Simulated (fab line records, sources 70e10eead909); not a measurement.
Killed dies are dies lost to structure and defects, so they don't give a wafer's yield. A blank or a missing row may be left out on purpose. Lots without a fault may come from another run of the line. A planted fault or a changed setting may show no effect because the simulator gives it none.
Which tool did it? | flow nand_harc | 24 lots, 72 wafers sampled, at 1 step of a route of 1159

WHAT THE GAUGES READ, wafer by wafer
NHARC_A_ONON_D1_THK_MEAS_14: measures by ellipsometry. Usual: thk_nm 997 nm, standard deviation 7.8.
lot  | measured     | on            | thk_nm (nm)    | flag
L074 | day 7 02:31  | film_metro-01 | 990 989 987    |
L075 | day 8 00:20  | film_metro-02 | 992 992 992    |
L076 | day 8 04:13  | film_metro-02 | 999 999 998    |
L077 | day 8 04:16  | film_metro-01 | 992 992 995    |
L079 | day 8 17:13  | film_metro-01 | 993 993 994    |
L078 | day 8 17:14  | film_metro-02 | 1003 1002 1001 |
L081 | day 9 03:17  | film_metro-01 | 1005 1004 1005 |
L080 | day 9 03:18  | film_metro-02 | 991 990 990    |
L082 | day 9 17:13  | film_metro-02 | 1000 999 1002  |
L083 | day 10 07:49 | film_metro-02 | 988 989 988    |
L084 | day 10 07:52 | film_metro-02 | 999 1000 999   |
L085 | day 10 23:01 | film_metro-02 | 1007 1004 1008 |
L086 | day 11 04:51 | film_metro-02 | 1003 1003 1003 |
L087 | day 11 04:59 | film_metro-02 | 983 983 983    |
L088 | day 11 05:13 | film_metro-01 | 989 989 989    |
L091 | day 11 21:14 | film_metro-01 | 1015 1014 1013 |
L089 | day 11 21:16 | film_metro-02 | 986 985 984    |
L092 | day 11 21:23 | film_metro-01 | 1005 1004 1007 |
L090 | day 11 21:37 | film_metro-02 | 1003 999 1002  |
L093 | day 12 13:07 | film_metro-01 | 993 994 994    |
L094 | day 12 13:07 | film_metro-02 | 986 985 987    |
L095 | day 12 13:08 | film_metro-01 | 1004 1006 1004 |
L096 | day 13 00:29 | film_metro-01 | 1002 1003 1003 |
L097 | day 13 00:34 | film_metro-02 | 997 997 998    |

WHICH TOOL RAN EACH LOT (tool, then ch and the chambers of the sampled wafers, then the start)
The record holds no process step before these readings.

WHAT THE TOOLS THEMSELVES READ (means of the sampled wafers that have a number; where no wafer has one, the mark that the record gives instead)
The record holds no such reading with a usual standard deviation.

THE ANSWER, worked out from the rows above alone
Rule: a lot is off if the mean of its wafers that have a number lies more than 3 standard deviations from the usual mean. A lot without any number at a reading at which 4 lots or more have one is off too. The other lots that the step has rows for count as sound. The gauges are gone through in route order, then the tools' own readings, and for those a lot's mean is taken as printed above. The first step at which some lot is off is used, and at that step the reading that is off furthest; a lot without a number counts as furthest.
No lot is off at any reading shown: from this, nothing can be told.

WHAT THE SIMULATOR HAD PUT IN
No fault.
